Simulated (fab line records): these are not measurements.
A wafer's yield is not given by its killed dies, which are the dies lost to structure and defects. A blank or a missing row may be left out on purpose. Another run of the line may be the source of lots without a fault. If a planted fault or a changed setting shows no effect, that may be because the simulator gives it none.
8D (eight disciplines) problem report, filled in by code	flow nandHarc	the parts of the form that need people (team, actions taken, sign-off) are left out

1. THE PROBLEM
At NHARC_END_SORT_01, killedAtArray averages 125 over 3 wafers from 2 lots, while fault-free wafers read 27, standard deviation 8. Relative to the usual mean, that is a shift of +12 standard deviations.
Seen first at day 21 04:13 on prober-01, wafer L354.2. At this step, 6 wafers from 2 lots have a number in the record. Rule for "out" (also "out of limits"): further than 4 standard deviations from the usual mean. All remaining wafers that have a number are taken as sound.

2. WHAT IT IS, AND WHAT IT ISN'T
question	is	is not
which readings at this step	killedAtArray, killedDies	killedAtOther, killedAtPeriphery, killedOpen, killedShort
which lots	L354, L355	-
which wafers of those lots	L354.2, L355.1, L355.6	L354.1, L354.5, L355.4
read on which gauges	prober-01	-
when	from day 21 04:13	up to then (1 sound wafer); but 2 sound wafers of L354, L355 came after

3. WHAT RULES OUT EACH SUSPECT
Counting: if a tool at a process step up to the reading ran every lot that is out, it stays a suspect. Sound lots after the first of them don't rule it out here, since some wafers of a struck lot are sound.
- the gauge at NHARC_END_SORT_01: kept. All the wafers that are out were read on prober-01, and no step on other tools shows them out.
- pvdSputter-01 at NHARC_A_BLC_PVD_32 (deposits Ti, target thk 5 nm, time 17.7 s): kept. It ran every lot that is out, first L354 (day 19 04:07).
What counting leaves: pvdSputter-01 at NHARC_A_BLC_PVD_32 and prober-01 at NHARC_END_SORT_01.

4. THE CAUSE (what the simulator had put in)
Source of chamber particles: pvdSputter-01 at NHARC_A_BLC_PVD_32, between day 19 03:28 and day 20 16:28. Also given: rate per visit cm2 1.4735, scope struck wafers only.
Of the 2 suspects that counting leaves, this tool is one.

5. THE CHAIN OF EFFECTS, in route order
Each row: a reading whose mean over the struck wafers that have a number lies more than 3 standard deviations from the usual. Only readings whose record carries a usual standard deviation are examined. hours: median over the lots of the time between each lot's start at the first step of this table that gives one and its start at this step. sigmas: the change, counted in usual standard deviations.
hours	step	reading	usual	on struck wafers	change	sigmas
0	NHARC_END_SORT_01	killedAtArray	27	125	+98	+12
0	NHARC_END_SORT_01	killedDies	31	128	+97	+11

6. HOW IT WOULD HAVE BEEN CAUGHT EARLIER
In this record the first reading out of limits at a measuring or inspecting step was taken at day 21 04:13, 49 hours after the fault began at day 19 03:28.
An alarm limit of 4 standard deviations would not have fired on the tool readings at NHARC_A_BLC_PVD_32 for which the record gives a usual standard deviation, since none of them was out on any struck wafer.
By day 21 04:13 the whole set of lots that are out, 2 in number, had already begun NHARC_A_BLC_PVD_32 on pvdSputter-01. A hold on the tool at that time would have spared none of them.
